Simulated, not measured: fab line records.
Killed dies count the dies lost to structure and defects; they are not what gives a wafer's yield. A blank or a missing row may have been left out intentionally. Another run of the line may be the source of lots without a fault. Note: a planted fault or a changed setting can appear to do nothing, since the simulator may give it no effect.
Problem report, 8D (eight disciplines) form, completed by code :: flow n5-finfet :: the parts of the form that need people (team, actions taken, sign-off) are left out
Where a reading is given only as a bound, like >300, the bound stands for it, and a mean or a difference that rests on one is marked > or <: the true number lies beyond.

## 1. WHAT WENT WRONG
raw-defect-count at N5_BEOL_M13_INSPECT_30 reads a mean of >300 on 6 wafers of 2 lots; wafers without a fault read 2.2 with a standard deviation of 1.6. That is +99 or more standard deviations from the usual mean.
The step: inspects for defects (macro).
Seen first at day 14 20:55 on defect-inspect-02, wafer L442.2. The record holds 12 wafers of 4 lots with a number at this step. By rule, "out" or "out of limits" means more than 4 standard deviations away from the usual mean. The other wafers with a number count as sound.

## 2. WHAT IT IS, WHAT IT ISN'T
question: which readings at this step
is: raw-defect-count
is not: -

question: which lots
is: L442, L444
is not: L437, L450

question: which wafers of those lots
is: all that have a number
is not: -

question: read on which gauges
is: defect-inspect-01, defect-inspect-02
is not: -

question: when
is: from day 14 20:55
is not: up to then (3 sound wafers); but 3 sound wafers of L450 came after

## 3. WHAT RULES OUT EACH SUSPECT
Counting: a tool stays on the suspect list if, at a process step up to the reading, it processed all lots that are out and no sound lot following the first of them.
- the gauge at N5_BEOL_M13_INSPECT_30: ruled out. Those wafers that are out were read across 2 gauges (defect-inspect-01, defect-inspect-02).
- rie-diel-04 at N5_BEOL_M13_VIA_ETCH_16 (etches SiOC in C4F8/O2/Ar, target depth 921.7 nm): kept. Every lot that is out went through it, starting with L442 (day 14 20:02), and after that it ran no sound lot; the last sound lot it ran before then is L437 (day 14 09:23).
Left after counting: rie-diel-04 at N5_BEOL_M13_VIA_ETCH_16.

## 4. THE CAUSE (what the simulator had put in)
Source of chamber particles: rie-diel-04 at N5_BEOL_M13_VIA_ETCH_16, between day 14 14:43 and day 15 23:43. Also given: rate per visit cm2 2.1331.
The count eliminated every tool but this one.

## 5. SEQUENCE OF EFFECTS, ordered by route
Each row: a reading whose mean over the struck wafers that have a number lies more than 3 standard deviations from the usual. Only readings whose record carries a usual standard deviation are examined. hours: median over the lots of the time between each lot's start at the first step of this table that gives one and its start at this step. sigmas: the change, counted in usual standard deviations.
hours: 0
step: N5_BEOL_M13_INSPECT_30
reading: raw-defect-count
usual: 2.2
on struck wafers: >300
change: >+298
sigmas: +99 or more

hours: 29
step: N5_PASSIVATION_PROBE_49
reading: defect-limited-yield
usual: 91.0 %
on struck wafers: 82.1
change: -8.9
sigmas: -5.9

hours: 29
step: N5_PASSIVATION_PROBE_49
reading: killed_at_M4_up
usual: 14
on struck wafers: 133
change: +119
sigmas: +25

hours: 29
step: N5_PASSIVATION_PROBE_49
reading: killed-dies
usual: 106
on struck wafers: 211
change: +105
sigmas: +5.9

hours: 29
step: N5_PASSIVATION_PROBE_49
reading: killed-on-rim
usual: 14
on struck wafers: 28
change: +14
sigmas: +3.2

hours: 29
step: N5_PASSIVATION_PROBE_49
reading: sort_bin_5_function
usual: 5.3 %
on struck wafers: 10.3
change: +5.0
sigmas: +5.0

hours: 29
step: N5_PASSIVATION_PROBE_49
reading: sort-n-pass
usual: 1074
on struck wafers: 969
change: -105
sigmas: -5.9

hours: 29
step: N5_PASSIVATION_PROBE_49
reading: sort-yield-pct
usual: 91.0 %
on struck wafers: 82.1
change: -8.9
sigmas: -5.9
The process steps in it:
- N5_PASSIVATION_PROBE_49

## 6. HOW IT WOULD HAVE BEEN CAUGHT EARLIER
The first out-of-limits reading at a measuring or inspecting step in this record came at day 14 20:55, 6 hours after the fault's start at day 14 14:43.
An alarm limit of 4 standard deviations would not have fired on the tool readings at N5_BEOL_M13_VIA_ETCH_16 for which the record gives a usual standard deviation, since none of them was out on any struck wafer.
Lots out: 2; of these, L444 started N5_BEOL_M13_VIA_ETCH_16 on rie-diel-04 after day 14 20:55. Had the tool been put on hold then, it would have been spared.
